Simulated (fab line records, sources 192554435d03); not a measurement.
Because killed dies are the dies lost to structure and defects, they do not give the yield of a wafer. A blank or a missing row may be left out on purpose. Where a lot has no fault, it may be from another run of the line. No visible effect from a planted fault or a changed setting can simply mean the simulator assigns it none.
Split-lot experiment | flow n5Finfet | 21 wafers read from 7 lots, route of 1938 steps

ON THE SPLIT
At N5_MOL_CONTACT_COAG_ETCH_105 (etches SiARC in CF4, target depth 15.6 nm, time 26 s), the setting biasW was moved away from the recipe's 36 W on 4 of the 21 wafers read, by -17.1% to +15.2%. All remaining wafers had this setting at the recipe value.

The reading comes from the split's own step.

THE READING
rfVppV, in V, at N5_MOL_CONTACT_COAG_ETCH_105 (etches SiARC in CF4, target depth 15.6 nm, time 26 s). Typical for fault-free wafers on this fab line: 184.6 V, with standard deviation 1.2 V.

wafer  | tool, chamber at the split | biasW as run, W | against the recipe | rfVppV, V | against lot-mates on the recipe
L075.2 | rieDiel-01, 1              | 36              | recipe             | 182.9     | -
L075.3 | rieDiel-01, 0              | 36              | recipe             | 185.1     | -
L075.6 | rieDiel-01, 1              | 41.46           | +15.2%             | 200.0     | +16.0
L077.1 | rieDiel-02, 3              | 36              | recipe             | 184.3     | -
L077.2 | rieDiel-02, 0              | 36              | recipe             | 186.6     | -
L077.5 | rieDiel-02, 2              | 36              | recipe             | 184.8     | -
L078.4 | rieDiel-03, 2              | 36              | recipe             | 185.4     | -
L078.5 | rieDiel-03, 3              | 36              | recipe             | 186.0     | -
L078.6 | rieDiel-03, 0              | 40.4            | +12.2%             | 198.0     | +12.3
L081.1 | rieDiel-03, 1              | 36              | recipe             | 182.5     | -
L081.3 | rieDiel-03, 3              | 36              | recipe             | 184.6     | -
L081.5 | rieDiel-03, 1              | 32.22           | -10.5%             | 169.0     | -14.6
L082.1 | rieDiel-01, 3              | 36              | recipe             | 186.1     | -
L082.2 | rieDiel-01, 1              | 36              | recipe             | 185.2     | -
L082.5 | rieDiel-01, 0              | 36              | recipe             | 184.7     | -
L090.2 | rieDiel-01, 2              | 36              | recipe             | 186.3     | -
L090.4 | rieDiel-01, 1              | 29.84           | -17.1%             | 164.3     | -21.3
L090.6 | rieDiel-01, 2              | 36              | recipe             | 185.0     | -
L093.4 | rieDiel-02, 3              | 36              | recipe             | 181.8     | -
L093.5 | rieDiel-02, 3              | 36              | recipe             | 183.4     | -
L093.6 | rieDiel-02, 0              | 36              | recipe             | 185.8     | -

FIT RESULTS
A straight line over all 21 wafers: rfVppV changes by +1.16 V for each +1% of biasW; r = +0.98; the points scatter about the line by 1.6 V.
The same after taking each lot's own level away (the mean of its wafers on the recipe; 21 wafers): +1.16 V for each +1%; r = +0.99; scatter 1.2 V.
The reading moves by 20 V for the largest change in biasW, on that fit.
From 183.55 to 185.70 V: that is the span of the lots' own levels, equal to 1.8 times the standard deviation above.
So the lot-to-lot level changes the slope little: the two slopes agree.
Check: -19.5 V against its lot-mates is what the line predicts for one of the wafers moved furthest among these (-17.1%) when that wafer is left out of the fit. Against them it came out at -21.3 V.
Tool readings at the split's step, against how far the setting was moved: rfVppV r = +0.98.

THE OTHER SPLITS THESE WAFERS WENT THROUGH
Before the reading, these wafers also passed through other splits. Each is held against what the fit with the lots' levels taken away leaves over:
other split on the same wafers       | wafers away from the commonest value | r with rfVppV (lot level and that fit taken away)
N5_SDB_ETCH_18 timeS                 | 6                                    | +0.13
N5_HKMG_FIN_COAT_30 spinRpm          | 7                                    | -0.01
N5_HKMG_FIN_EXPOSE_09 doseMj         | 4                                    | +0.04
N5_MOL_CONTACT_COAG_EXPOSE_05 doseMj | 5                                    | -0.04

THE FILE'S OWN FIT
rfVppV changes by +1.16 V for each +1% of biasW, r = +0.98.
